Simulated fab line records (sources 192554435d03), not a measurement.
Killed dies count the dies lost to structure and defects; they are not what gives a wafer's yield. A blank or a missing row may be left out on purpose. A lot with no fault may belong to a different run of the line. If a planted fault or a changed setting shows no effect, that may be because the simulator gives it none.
Matching of chambers | flow n5_finfet | rie_diel-02 running N5_GATE_CUT_ETCH_36: 4 sister chambers
The step etches SiARC in CF4, target depth 13 nm, time 21.7 s. 4 wafers are shown with their chamber, then 12 later ones without.

WAFERS PAIRED WITH THEIR CHAMBERS
wafer  | chamber | drypump_motor_current_A (A)
L084.5 | 2       | 5.8
L086.4 | 3       | 5.7
L087.1 | 1       | 6.0
L087.5 | 0       | 4.8

WAFERS WHOSE CHAMBER IS MISSING
wafer  | drypump_motor_current_A (A)
L094.3 | 5.8
L094.4 | 4.7
L094.5 | 5.7
L095.1 | 5.7
L095.4 | 4.8
L095.6 | 5.7
L096.2 | 5.7
L096.3 | 6.0
L096.4 | 5.8
L097.1 | 5.8
L097.3 | 6.0
L097.6 | 4.8

EACH ONE'S CHAMBER
wafer  | from the rows above | in truth
L094.3 | 2                   | 2
L094.4 | 0                   | 0
L094.5 | 3                   | 3
L095.1 | 3                   | 3
L095.4 | 0                   | 0
L095.6 | 3                   | 3
L096.2 | 3                   | 3
L096.3 | 1                   | 1
L096.4 | 2                   | 2
L097.1 | 2                   | 2
L097.3 | 1                   | 1
L097.6 | 0                   | 0
Correct placement for 12 of the 12. Can't be placed from these rows: 0. Placed wrongly: 0.
How it was worked out, from the rows above alone: a wafer's distance from a chamber is the root of the sum, over the readings, of the square of ((its reading less the chamber's mean) divided by the reading's scatter). The wafer belongs to the nearest chamber; if the next one is less than 2 further off, it can't be placed. A chamber's mean is the mean of its shown wafers. The scatter (one wafer shown for each chamber): square how far every hidden wafer sits from the nearest shown wafer, average those squares and take the square root.
